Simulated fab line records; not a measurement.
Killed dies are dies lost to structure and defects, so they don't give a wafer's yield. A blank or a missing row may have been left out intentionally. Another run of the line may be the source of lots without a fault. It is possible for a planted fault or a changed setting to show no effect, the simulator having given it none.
Comparing a struck lot with a sound one | flow nand harc | 27 out of 1302 route steps
Sound: wafers L140.1, L140.2, L140.5. Struck: wafers L147.3, L147.4, L147.5. At the end, the cause is stated.
Each step with rows lists, per side, the tool, then ch with its chambers, then its first start. Under that, the readings that differ: sound wafers | struck wafers | difference of the means | sigmas: that difference in standard deviations of wafers without a fault.
alike: readings with means less than 2 such deviations apart, plus words and numbers identical on both sides. not compared: withheld readings, readings lacking a value on some wafer, bounds such as >300 that could conceal the same value, and numbers that have no deviation in the record and whose values overlap.
A row with sigmas, a row that says differs or no value, or rows on one side alone: a step with any of these is where the two part. Numbers that have no deviation but don't overlap get no sigmas and don't part them. A reading that every wafer of one side lacks parts them only if that side has two wafers or more.

first, 3 steps without rows for these wafers: NHARC_P_GATE_EXPOSE_08 (exposes mask P HV); NHARC_P_GATE_PEB_09 (peb time 85 s); NHARC_P_GATE_DEVELOP_10 (time 70 s).
NHARC_P_GATE_CD_MEAS_11: the cd target is 1640 nm.
  sound on cd sem-03 ch 0, day 4 16:04; struck on cd sem-03 ch 0, day 7 21:38
  alike: cd nm
then, 1 step without rows for these wafers: NHARC_P_GATE_HARDBAKE_12 (time 80 s).
NHARC_P_GATE_DESCUM_13: chemistry O2, time 3 s.
  sound on rie diel-03 ch 1,3, day 4 16:14; struck on rie diel-03 ch 0,1,2, day 7 21:49
  alike: chamber pressure mTorr, drypump motor current A, oes product au, rf vpp V, showerhead plenum p Torr, throttle valve pct
  not compared: rf hours counter h
then, 6 steps without rows for these wafers: NHARC_P_GATE_ETCH_14 (etches SiO2 in dHF, target depth 48.8 nm); NHARC_P_GATE_STRIP_15 (strips in SPM, time 780 s); NHARC_P_GATE_PRECLEAN_71 (cleans in SC1); NHARC_P_GATE_SRD_72; NHARC_P_GATE_OXIDE_16 (material SiO2, target thk 3 nm, ox time 392 s); NHARC_P_GATE_CVD_17 (deposits poly-Si, target thk 150 nm, time 900 s).
NHARC_P_GATE_HM_DEP_102: deposits aC, target thk 120 nm.
  sound on acl dep-03 ch 0, day 5 07:28; struck on acl dep-02 ch 0, day 8 18:08
  alike: throttle valve pct
NHARC_P_GATE_DEP_103: deposits SiON, target thk 30 nm.
  sound on pecvd-01 ch 0,2, day 5 08:10; struck on pecvd-04 ch 0,1,2, day 8 18:41
  alike: heater power w
then, 8 steps without rows for these wafers: NHARC_P_GATE_DEHYDRATE_18 (time 120 s); NHARC_P_GATE_HMDS_19 (time 30 s); NHARC_P_GATE_COAT_20 (resist thk 90 nm); NHARC_P_GATE_SOFTBAKE_21 (time 55 s); NHARC_P_GATE_EBR_22; NHARC_P_GATE_EXPOSE_23 (exposes mask P GATE, target cd 120 nm); NHARC_P_GATE_PEB_24 (peb time 65 s); NHARC_P_GATE_DEVELOP_25 (develop time 35 s).
NHARC_P_GATE_CD_MEAS_26: the cd target is 120 nm.
  sound on cd sem-02 ch 0, day 5 08:49; struck on cd sem-01 ch 0, day 8 19:22
  alike: cd nm
NHARC_P_GATE_OVL_MEAS_27:
  struck on overlay-02, day 8 19:28; sound on overlay-02, day 5 08:55
  reading           | sound          | struck      | difference | sigmas
  overlay x nm (nm) | -0.1 -0.4 -0.1 | 1.6 1.5 2.0 | +1.9       | +3
  alike: overlay y nm
NHARC_P_GATE_INSPECT_28:
  struck on defect inspect-01, day 8 19:29; sound on defect inspect-02, day 5 08:56
  reading          | sound  | struck   | difference | sigmas
  raw defect count | 13 8 9 | 12 24 22 | +9         | +3
NHARC_P_GATE_DESCUM_31: chemistry O2, time 3 s.
  sound on rie diel-10 ch 0,2,3, day 5 09:01; struck on rie diel-06 ch 0,2,3, day 8 19:34
  alike: chamber pressure mTorr, drypump motor current A, oes product au, rf vpp V, showerhead plenum p Torr, throttle valve pct
  not compared: rf hours counter h
-- the record jumps here: 19 days lie between the struck wafers' starts before and after (it left off in module P_GATE and takes up again in module END, whose first step shown is number 1302 of the route) --
NHARC_END_SORT_01:
  here the record holds rows for the struck wafers (prober-02 ch 0, day 28 07:29) but none for the sound ones

## WHERE THEY PART
Last at NHARC_END_SORT_01 as far as this record goes, first at NHARC_P_GATE_OVL_MEAS_27.

WHY: whatever the simulator had introduced
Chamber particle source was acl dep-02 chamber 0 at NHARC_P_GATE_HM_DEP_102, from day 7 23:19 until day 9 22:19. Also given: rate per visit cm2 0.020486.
